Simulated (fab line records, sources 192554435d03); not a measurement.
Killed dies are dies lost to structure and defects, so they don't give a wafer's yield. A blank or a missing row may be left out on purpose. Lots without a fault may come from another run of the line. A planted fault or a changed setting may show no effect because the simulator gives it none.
Which tool did it? | flow n5_finfet | 13 lots, 39 wafers sampled, at 2 steps of a route of 1938

WHAT THE GAUGES READ, wafer by wafer
N5_PASSIVATION_OVL_MEAS_60.
lot  | measured     | on         | TV_OVL (nm)
L125 | day 11 20:49 | overlay-01 | -4 1 4
L126 | day 12 01:41 | overlay-01 | 2 1 0
L127 | day 12 03:38 | overlay-01 | 2 3 -2
L128 | day 12 11:15 | overlay-01 | 3 9 0
L131 | day 13 21:34 | overlay-01 | 8 5 11
L132 | day 14 16:48 | overlay-01 | -1 -9 -5
L135 | day 14 16:46 | overlay-02 | 5 3 8
L138 | day 14 10:27 | overlay-02 | 7 3 -3
L139 | day 15 20:56 | overlay-02 | -4 1 8
L143 | day 16 06:07 | overlay-02 | 2 3 9
L146 | day 17 00:48 | overlay-02 | 3 5 0
L145 | day 17 00:50 | overlay-01 | -1 8 -4
L148 | day 17 12:18 | overlay-02 | -5 1 -2

WHICH TOOL RAN EACH LOT (tool, then ch and the chambers of the sampled wafers, then the start)
lot  | N5_BEOL_M4_SPUTTER_92
L125 | pvd_sputter-01, day 7 22:20
L126 | pvd_sputter-03, day 8 02:44
L127 | pvd_sputter-01, day 8 06:03
L128 | pvd_sputter-02, day 8 12:19
L131 | pvd_sputter-01, day 9 11:14
L132 | pvd_sputter-01, day 10 02:13
L135 | pvd_sputter-02, day 10 03:08
L138 | pvd_sputter-01, day 10 12:58
L139 | pvd_sputter-01, day 11 19:49
L143 | pvd_sputter-03, day 12 04:37
L146 | pvd_sputter-03, day 12 21:46
L145 | pvd_sputter-02, day 13 06:10
L148 | pvd_sputter-03, day 13 16:04
- N5_BEOL_M4_SPUTTER_92: material Cu, target thk 4.5 nm, time 8.29 s.

WHAT THE TOOLS THEMSELVES READ (means of the sampled wafers that have a number; where no wafer has one, the mark that the record gives instead)
N5_BEOL_M4_SPUTTER_92.
lot  | tool           | chuck_gas_flow_sccm (sccm) | throttle_valve_pct (%)
L125 | pvd_sputter-01 | 1.27                       | 28.8
L126 | pvd_sputter-03 | 1.28                       | 31.3
L127 | pvd_sputter-01 | 1.29                       | 29.8
L128 | pvd_sputter-02 | 1.30                       | 29.3
L131 | pvd_sputter-01 | 1.26                       | 29.3
L132 | pvd_sputter-01 | 1.26                       | 28.8
L135 | pvd_sputter-02 | 1.25                       | 29.2
L138 | pvd_sputter-01 | 1.27                       | 29.8
L139 | pvd_sputter-01 | 1.27                       | 30.1
L143 | pvd_sputter-03 | 1.23                       | 29.9
L146 | pvd_sputter-03 | 1.24                       | 30.9
L145 | pvd_sputter-02 | 1.29                       | 29.1
L148 | pvd_sputter-03 | 1.23                       | 30.9

THE ANSWER, worked out from the rows above alone
Rule: what is usual is taken from the lots themselves. Put in order of their means at a reading, lots are off if they are a third of the lots or fewer, leave a main group of 4 or more, and stand apart from it by a gap of 3 or more times the standard deviation of the main group's means; of several such gaps the widest counts. A main group whose means are all the same, to the digits that the tables above print for the reading, isn't used. A lot without any number at a reading at which 4 lots or more have one is off too. The other lots that the step has rows for count as sound. The gauges are gone through in route order, then the tools' own readings, and for those a lot's mean is taken as printed above. The first step at which some lot is off is used, and at that step the reading that is off furthest; a lot without a number counts as furthest.
No lot is off at any reading shown: from this, nothing can be told.

WHAT THE SIMULATOR HAD PUT IN
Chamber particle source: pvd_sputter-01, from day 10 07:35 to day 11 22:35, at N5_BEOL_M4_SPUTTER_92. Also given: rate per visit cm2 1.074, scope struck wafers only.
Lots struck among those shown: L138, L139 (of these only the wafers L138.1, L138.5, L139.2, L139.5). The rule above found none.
